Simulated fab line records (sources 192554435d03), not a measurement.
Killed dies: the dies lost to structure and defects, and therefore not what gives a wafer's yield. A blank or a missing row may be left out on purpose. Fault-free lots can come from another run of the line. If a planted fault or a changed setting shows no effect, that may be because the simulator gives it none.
fab line records ; flow n5Finfet
[record] lots = 10; wafers = 30; lastDay = 21
route steps=1938 shown BEOL_M10@1506 BEOL_M11@1539 PASSIVATION@1936
lots that met no fault: from a run of the same line without faults
startH: the number of hours between the record's first day and the start of the first shown wafer of the lot ; waitH: hours elapsed since this lot's preceding step ; " same as the row above ; L1.1+2: one row covering several wafers at once ; - no value, or no start was given ; * or withheld: withheld ; < > ~ a bound
route shown NAME@n: a module of which the file shows steps, and the number in the route of the first ; usual: the fault-free wafers' mean and standard deviation ; same: alike in all rows ; chamber/n: place in a boat ; sites: the reading at each site ; _std_site: the values' standard deviation ; _edge_site: outer sites' mean less inner sites' ; radiusMm: for every site, how far away it sits from the centre of the wafer ; mask NAME#n: copy n ; behind: tool/chamber where the wafer was last shaped ; hold: what put the lot on hold/how long, in hours/how the hold closed ; device: names the non-switching transistor (n, p or np) ; end of line: tests of these same wafers at the route's end ; a step given without rows: its recipe and nothing more ; killed: dies lost to structure and defects at the first sort, not the wafer's yield ; map: per-die view of a wafer (x killed, . not killed, _ where there is no die)
set.NAME: the setting as run; set.NAME@STEP: as run at that earlier step ; model.NAME: the simulator's own value behind a step, which no gauge read
one table for each step of the route and one row for each wafer, over a sample of lots
services: when a tool's chamber went out of use (startH, in hours from the record's first day, below 0 if earlier), for how many hours, and the reason
[[steps]]
[step N5_BEOL_M10_ETCH_65]
[recipe] chemistry = CF4; target = SiARC; targetDepthA = 390; maskMaterial = CAR-ArF; timeS = 65; ionEnergyEv = 80; pressureMtorr = 40; sourceW = 545; biasW = 36; Ar_flow_sccm = 100; cf4FlowSccm = 100; ends = cleared
[usual] drypumpMotorCurrentA = 5.7/0.41; etchRfOnTimeS = 65.2/1.1; oesProductAu = 0.69/0.08; rfVppV = 184.4/1.2; showerheadPlenumPTorr = 2.17/0.076; throttleValvePct = 15.62/0.2
lot.wafer;tool;chamber;startH;waitH;drypumpMotorCurrentA;etchRfOnTimeS;oesProductAu;rfHoursCounterH;rfVppV;showerheadPlenumPTorr;throttleValvePct
L817.2;rieDiel-04;3;267.06;0.0;5.1;64.0;0.81;11;184.6;2.18;15.38
L817.4;rieDiel-04;2;267.06;0.0;5.2;66.4;0.58;242;183.9;2.11;15.81
L817.5;rieDiel-04;3;267.06;0.0;5.1;63.4;0.82;-;183.3;2.18;15.40
L819.1;rieDiel-05;0;280.37;0.0;6.3;65.5;0.73;47;185.1;2.17;15.51
L819.4;rieDiel-05;0;280.37;0.0;6.3;66.0;0.73;-;183.4;2.17;15.52
L819.6;rieDiel-05;1;280.37;0.0;5.4;64.7;0.75;-;184.5;2.27;15.35
L818.4;rieDiel-02;3;286.02;0.0;5.6;66.5;0.63;181;183.6;2.05;15.85
L818.5;rieDiel-02;3;286.02;0.0;5.6;66.4;0.63;-;183.1;2.05;15.85
L818.6;rieDiel-02;2;286.02;0.0;5.6;65.5;0.65;-;184.0;2.23;15.72
L822.3;rieDiel-05;0;311.01;0.0;6.3;65.8;0.73;55;185.2;2.17;15.53
L822.4;rieDiel-05;2;311.01;0.0;5.7;64.5;0.82;5;184.6;2.19;15.55
L822.5;rieDiel-05;0;311.01;0.0;6.3;65.6;0.72;-;184.5;2.17;15.54
L825.2;rieDiel-04;3;367.11;0.0;5.1;64.6;0.76;42;184.1;2.17;15.45
L825.3;rieDiel-04;2;367.11;0.0;5.1;63.7;0.80;16;184.7;2.10;15.36
L825.4;rieDiel-04;0;367.11;0.0;6.1;64.2;0.73;63;184.8;2.26;15.52
L827.1;rieDiel-05;1;380.74;0.0;5.4;64.4;0.73;55;186.2;2.26;15.38
L827.2;rieDiel-05;2;380.74;0.0;5.8;64.5;0.77;22;185.0;2.18;15.57
L827.6;rieDiel-05;2;380.74;0.0;5.8;64.2;0.78;-;185.5;2.18;15.57
L839.3;rieDiel-02;3;427.72;0.0;5.6;67.0;0.59;226;182.1;2.03;15.93
L839.4;rieDiel-02;1;427.72;0.0;5.7;64.9;0.59;247;184.5;2.19;15.79
L839.5;rieDiel-02;3;427.72;0.0;5.6;67.2;0.60;-;183.0;2.03;15.93
L833.1;rieDiel-05;3;431.82;0.0;6.6;64.4;0.82;2;185.1;2.19;15.38
L833.2;rieDiel-05;2;431.82;0.0;5.8;64.7;0.74;41;183.7;2.17;15.64
L833.3;rieDiel-05;0;431.82;0.0;6.3;65.8;0.69;83;184.4;2.16;15.59
L836.1;rieDiel-05;2;449.53;0.0;5.8;64.4;0.73;47;183.6;2.17;15.63
L836.5;rieDiel-05;0;449.53;0.0;6.3;65.6;0.69;-;185.0;2.16;15.59
L836.6;rieDiel-05;3;449.53;0.0;6.5;63.7;0.82;-;184.3;2.19;15.39
L838.3;rieDiel-02;1;462.67;0.0;5.8;64.5;0.83;3;185.3;2.19;15.30
L838.4;rieDiel-02;2;462.67;0.0;5.7;64.7;0.62;195;184.8;2.21;15.84
L838.6;rieDiel-02;2;462.67;0.0;5.7;64.5;0.62;-;185.2;2.21;15.83
[step N5_BEOL_M10_STRIP_77]
[recipe] chemistry = N2/H2; timeS = 10; powerW = 450; tempC = 40; pressureMtorr = 20; rfFrequencyHz = 6e+07; biasPowerW = 7; n2FlowSccm = 200; h2FlowSccm = 200
[usual] drypumpMotorCurrentA = 5.7/0.41; oesProductAu = 0.81/0.092; rfVppV = 59.3/0.85; showerheadPlenumPTorr = 2.58/0.098; throttleValvePct = 23.73/0.24
lot.wafer;tool;chamber;startH;waitH;drypumpMotorCurrentA;oesProductAu;rfHoursCounterH;rfVppV;showerheadPlenumPTorr;throttleValvePct
L817.2;rieDiel-04;3;-;-;5.1;0.96;12;59.7;2.59;23.76
L817.4;rieDiel-04;2;-;-;5.1;0.67;242;58.2;2.49;23.55
L817.5;rieDiel-04;3;-;-;5.1;0.97;-;59.2;2.59;23.76
L819.1;rieDiel-05;0;-;-;6.3;0.85;47;59.5;2.59;23.90
L819.4;rieDiel-05;0;-;-;6.3;0.85;-;59.6;2.59;23.89
L819.6;rieDiel-05;1;-;-;5.4;0.88;-;58.8;2.71;23.74
L818.4;rieDiel-02;3;-;-;5.6;0.74;182;57.8;2.42;23.87
L818.5;rieDiel-02;3;-;-;5.6;0.74;-;60.8;2.42;23.89
L818.6;rieDiel-02;2;-;-;5.7;0.76;-;59.7;2.66;24.02
L822.3;rieDiel-05;0;-;-;6.3;0.85;56;59.3;2.59;23.89
L822.4;rieDiel-05;2;-;-;5.8;0.94;5;59.5;2.60;23.50
L822.5;rieDiel-05;0;-;-;6.3;0.84;-;58.3;2.59;23.90
L825.2;rieDiel-04;3;-;-;5.1;0.91;42;58.6;2.58;23.80
L825.3;rieDiel-04;2;-;-;5.1;0.92;16;59.7;2.48;23.19
L825.4;rieDiel-04;0;-;-;6.1;0.87;63;58.7;2.69;23.64
L827.1;rieDiel-05;1;-;-;5.4;0.86;55;59.2;2.70;23.78
L827.2;rieDiel-05;2;-;-;5.8;0.90;22;60.1;2.59;23.52
L827.6;rieDiel-05;2;-;-;5.8;0.90;-;59.3;2.59;23.50
L839.3;rieDiel-02;3;-;-;5.7;0.70;226;59.3;2.40;23.94
L839.4;rieDiel-02;1;-;-;5.8;0.69;247;58.5;2.60;23.70
L839.5;rieDiel-02;3;-;-;5.6;0.70;-;59.5;2.40;23.93
L833.1;rieDiel-05;3;-;-;6.7;0.96;2;57.5;2.59;23.42
L833.2;rieDiel-05;2;-;-;5.8;0.87;42;60.0;2.58;23.54
L833.3;rieDiel-05;0;-;-;6.3;0.80;84;58.8;2.58;23.94
L836.1;rieDiel-05;2;-;-;5.8;0.86;47;58.5;2.58;23.55
L836.5;rieDiel-05;0;-;-;6.3;0.80;-;58.8;2.57;23.93
L836.6;rieDiel-05;3;-;-;6.6;0.94;-;60.6;2.59;23.42
L838.3;rieDiel-02;1;-;-;5.8;0.97;3;58.6;2.60;23.38
L838.4;rieDiel-02;2;-;-;5.7;0.72;195;59.9;2.63;24.10
L838.6;rieDiel-02;2;-;-;5.7;0.72;-;58.7;2.63;24.08
[step N5_BEOL_M10_ECD_50]
[recipe] material = Cu; targetThkA = 3180
lot.wafer;tool;chamber;startH;waitH
L817.2+4+5;ecdCu-02;1,1,0;268.81;0.1
L819.1+4+6;ecdCu-01;0,1,1;282.36;0.1
L818.4+5+6;ecdCu-01;0,0,1;288.18;0.1
L822.3+4+5;ecdCu-02;0,1,1;312.77;0.1
L825.2+3+4;ecdCu-02;0,0,1;368.87;0.1
L827.1+2+6;ecdCu-01;0,1,0;382.40;0.1
L839.3+4+5;ecdCu-01;1,0,0;432.00;0.1
L833.1+2+3;ecdCu-01;0,1,1;433.94;0.1
L836.1+5+6;ecdCu-02;1,0,1;452.48;0.1
L838.3+4+6;ecdCu-02;0,1,1;464.83;0.1
[step N5_BEOL_M10_CMP_52]
[recipe] stopOn = SiCOH_lowk; tOverpolishS = 7; downForcePsi = 1; platenRpm = 50; clearingPlatenDownForcePsi = 1.5; clearingPlatenRpm = 50; postCmpClean = cuAlkaline; targetThkNm = 140; clearingPlatenPadVelocityMS = 0.99484; padVelocityMS = 0.99484
[usual] clearingPlatenDownForcePsi = 1.500/0.003; motorCurrentA = 6.2/0.54; timeToEndpointS = 67.4/2.8
lot.wafer;tool;chamber;startH;waitH;clearingPlatenDownForcePsi;motorCurrentA;timeToEndpointS
L817.2;cmp-03;1;269.25;0.2;1.501;6.2;62.7
L817.4;cmp-03;2;269.25;0.2;1.493;5.7;61.3
L817.5;cmp-03;0;269.25;0.2;1.504;5.8;60.0
L819.4;cmp-04;0;282.77;0.1;1.502;6.1;67.4
L819.1;cmp-04;3;282.77;0.1;1.502;6.9;69.1
L819.6;cmp-04;0;282.77;0.1;1.499;5.6;65.4
L818.4;cmp-03;0;288.70;0.3;1.506;6.0;65.8
L818.6;cmp-03;0;288.70;0.3;1.501;5.9;66.5
L818.5;cmp-03;1;288.70;0.3;1.505;6.2;65.4
L822.4;cmp-04;1;313.23;0.2;1.501;7.1;69.4
L822.3;cmp-04;2;313.23;0.2;1.493;6.1;70.0
L822.5;cmp-04;0;313.23;0.2;1.500;5.8;69.9
L825.3;cmp-04;2;369.45;0.2;1.495;5.9;69.1
L825.2;cmp-04;3;369.45;0.2;1.501;7.1;110.7
L825.4;cmp-04;0;369.45;0.2;1.499;6.1;110.5
L827.1;cmp-03;3;382.84;0.3;1.498;6.2;67.8
L827.2;cmp-03;1;382.84;0.3;1.497;6.5;66.5
L827.6;cmp-03;2;382.84;0.3;1.496;5.6;67.8
L839.4;cmp-03;3;432.38;0.1;1.502;6.2;75.1
L839.3;cmp-03;1;432.38;0.1;1.504;6.4;73.7
L839.5;cmp-03;3;432.38;0.1;1.500;6.6;73.7
L833.2;cmp-03;3;434.35;0.2;1.500;6.6;70.6
L833.1;cmp-03;1;434.35;0.2;1.497;6.5;70.4
L833.3;cmp-03;2;434.35;0.2;1.496;5.5;69.8
L836.1;cmp-04;3;452.94;0.3;1.503;6.2;64.4
L836.6;cmp-04;2;452.94;0.3;1.496;6.0;62.0
L836.5;cmp-04;3;452.94;0.3;1.504;6.4;65.6
L838.3;cmp-04;3;465.21;0.2;1.502;6.6;66.0
L838.4;cmp-04;1;465.21;0.2;1.501;7.2;67.2
L838.6;cmp-04;0;465.21;0.2;1.498;6.2;63.4
[step N5_BEOL_M11_PECVD_70]
[recipe] material = SiO2; targetThkA = 200; tempC = 400; precursor = TEOS/O2; pressureTorr = 5.5; rfW = 450; teosFlowSccm = 53.8; gas = O2; flowSccm = 3000; timeS = 22.7
[usual] heaterPowerW = 672/73; showerheadPlenumPTorr = 8.77/0.052; susceptorTempC = 400.00/0.21; throttleValvePct = 22.5/0.94
lot.wafer;tool;chamber;startH;waitH;heaterPowerW;showerheadPlenumPTorr;susceptorTempC;throttleValvePct
L817.2;pecvd-04;1;270.33;0.0;618;8.80;400.13;21.8
L817.4;pecvd-04;2;270.33;0.0;609;8.74;399.75;22.5
L817.5;pecvd-04;1;270.33;0.0;638;8.82;400.26;21.6
L819.1;pecvd-01;0;284.40;0.0;673;8.75;400.14;24.4
L819.4;pecvd-01;0;284.40;0.0;678;8.75;400.20;24.3
L819.6;pecvd-01;1;284.40;0.0;716;8.84;399.82;22.2
L818.4;pecvd-01;1;290.32;0.1;767;8.83;400.11;22.4
L818.5;pecvd-01;0;290.32;0.1;651;8.75;399.78;24.4
L818.6;pecvd-01;2;290.32;0.1;821;8.81;399.92;21.0
L822.3;pecvd-04;1;314.28;0.0;619;8.83;400.06;21.7
L822.4;pecvd-04;0;314.28;0.0;716;8.72;399.87;22.8
L822.5;pecvd-04;2;314.28;0.0;636;8.75;400.43;22.7
L825.2;pecvd-04;2;370.57;0.0;626;8.74;399.93;23.0
L825.3;pecvd-04;1;370.57;0.0;635;8.84;399.72;21.6
L825.4;pecvd-04;1;370.57;0.0;615;8.82;399.77;21.7
L827.1;pecvd-01;2;383.92;0.0;753;8.81;400.03;21.2
L827.2;pecvd-01;1;383.92;0.0;749;8.84;399.98;22.6
L827.6;pecvd-01;2;383.92;0.0;784;8.83;399.78;21.4
L839.3;pecvd-04;0;433.74;0.0;698;8.70;400.07;22.8
L839.4;pecvd-04;2;433.74;0.0;603;8.73;400.49;23.1
L839.5;pecvd-04;0;433.74;0.0;714;8.72;399.82;23.1
L833.1;pecvd-04;0;435.47;0.0;626;8.71;399.73;22.7
L833.2;pecvd-04;2;435.47;0.0;561;8.75;399.97;23.4
L833.3;pecvd-04;1;435.47;0.0;631;8.82;400.15;21.6
L836.1;pecvd-02;0;454.03;0.0;784;8.80;400.00;22.7
L836.5;pecvd-02;2;454.03;0.0;625;8.74;399.82;22.6
L836.6;pecvd-02;0;454.03;0.0;781;8.78;400.05;22.6
L838.3;pecvd-02;2;466.33;0.0;699;8.74;399.75;22.3
L838.4;pecvd-02;0;466.33;0.0;810;8.81;400.08;23.0
L838.6;pecvd-02;1;466.33;0.0;543;8.78;400.24;21.7
[step N5_PASSIVATION_PROBE_49]
[usual] defectLimitedYield = 91.4/1.2; killed_at_M0_to_M3 = 34/10; killed_at_M4_up = 14/5.1; killedAtContacts = 12/6.4; killedAtFrontEnd = 38/9.3; killedAtOther = 4/3; killedDies = 102/15; killedOnRim = 13/3.6; killedOpen = 67/12; killedShort = 33/6.9; sort_bin_5_function = 5.0/0.86; sort_bin_6_memory = 3.2/0.58; sortNPass = 1078/15; sortYieldPct = 91.4/1.2
[same] grossDies = 1180; killedAtBackSide = 0; sort_bin_4_leakage[%] = 0; sort_bin_8_speed[%] = 0
lot.wafer;tool;chamber;startH;waitH;defectLimitedYield[%];killed_at_M0_to_M3;killed_at_M4_up;killedAtContacts;killedAtFrontEnd;killedAtOther;killedDies;killedOnRim;killedOpen;killedShort;sort_bin_5_function[%];sort_bin_6_memory[%];sortNPass;sortYieldPct[%]
L833.1;prober-01;-;485.54;0.0;90.9;36;19;7;39;6;107;19;72;27;5.4;3.2;1073;90.9
L833.2;prober-01;-;485.59;0.1;91.9;23;20;18;34;1;96;7;74;21;4.9;3.0;1084;91.9
L833.3;prober-01;-;485.64;0.1;93.1;19;16;2;44;1;82;13;52;29;3.7;2.8;1098;93.1
// killed by level:class
L833.1 BEOL_M4:geometricParticle:open=10 DUMMY_GATE:geometricParticle:open=9 MOL_CONTACT_COAG:geometricParticle:open=7 BEOL_M3:geometricParticle:open=7 BEOL_M0_SAQP:geometricParticle:short=6 DUMMY_GATE:geometricParticle:short=5 GATE_CUT:geometricParticle:short=5 BEOL_M0_SAQP:geometricParticle:open=5
L833.2 MOL_CONTACT_COAG:geometricParticle:open=16 BEOL_M0_SAQP:geometricParticle:open=9 BEOL_M4:geometricParticle:open=9 BEOL_M2:geometricParticle:open=8 FIN_SAQP:geometricParticle:open=5 GATE_CUT:geometricParticle:open=5 STI_FIN_REVEAL:geometricParticle:open=5 FIN_SAQP:geometricParticle:short=4
L833.3 STI_FIN_REVEAL:geometricParticle:open=8 DUMMY_GATE:geometricParticle:open=8 BEOL_M4:geometricParticle:open=8 FIN_SAQP:geometricParticle:short=4 GATE_CUT:geometricParticle:open=4 GATE_CUT:geometricParticle:short=4 BEOL_M0_SAQP:geometricParticle:open=4 BEOL_M0_SAQP:geometricParticle:short=4
[[services]]
tool;chamber;startH;hours;kind
rieDiel-02;0;251.28;2.0;repair
cmp-03;-;255.03;0.4;repair
cmp-04;-;264.82;0.8;repair
cmp-03;-;270.86;1.0;repair
cmp-04;-;288.21;0.8;repair
ecdCu-02;-;292.50;1.8;repair
cmp-03;-;303.08;2.8;repair
cmp-04;-;303.73;2.6;repair
cmp-03;-;313.46;4.0;pm
rieDiel-05;1;333.99;5.9;repair
rieDiel-02;3;335.79;4.6;repair
cmp-03;-;336.82;3.6;repair
pecvd-04;-;343.78;0.7;repair
ecdCu-02;-;350.32;1.1;repair
cmp-03;-;357.64;2.2;pm
rieDiel-04;3;382.33;7.4;repair
rieDiel-04;0;393.93;4.7;repair
cmp-04;-;410.30;0.6;repair
pecvd-04;1;411.59;7.1;repair
cmp-03;-;416.98;0.5;repair
rieDiel-02;0;421.32;2.2;repair
cmp-04;-;435.98;3.0;pm
cmp-04;-;453.98;4.5;repair
ecdCu-02;-;457.77;1.4;repair
[[key]]
[firstSign] step = N5_BEOL_M10_CMP_52; reading = timeToEndpointS; direction = up; sigmas = 15; usual = *; struck = *
effect none on later readings
metAt N5_BEOL_M10_ECD_50
struckLots L825
struckWafers L825.2,L825.4
notActingAt N5_BEOL_M10_ETCH_65,N5_BEOL_M10_STRIP_77,N5_BEOL_M11_PECVD_70
onsetBetween 312.77 368.87
[fault] kind = processParameterDrift; tool = ecdCu-02; chamber = -; onsetH = 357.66; steps = N5_BEOL_M10_ECD_50; channel = targetThkA; offset = *; shape = step; endH = 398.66; scope = struckWafersOnly; actsIn = *; stated = *
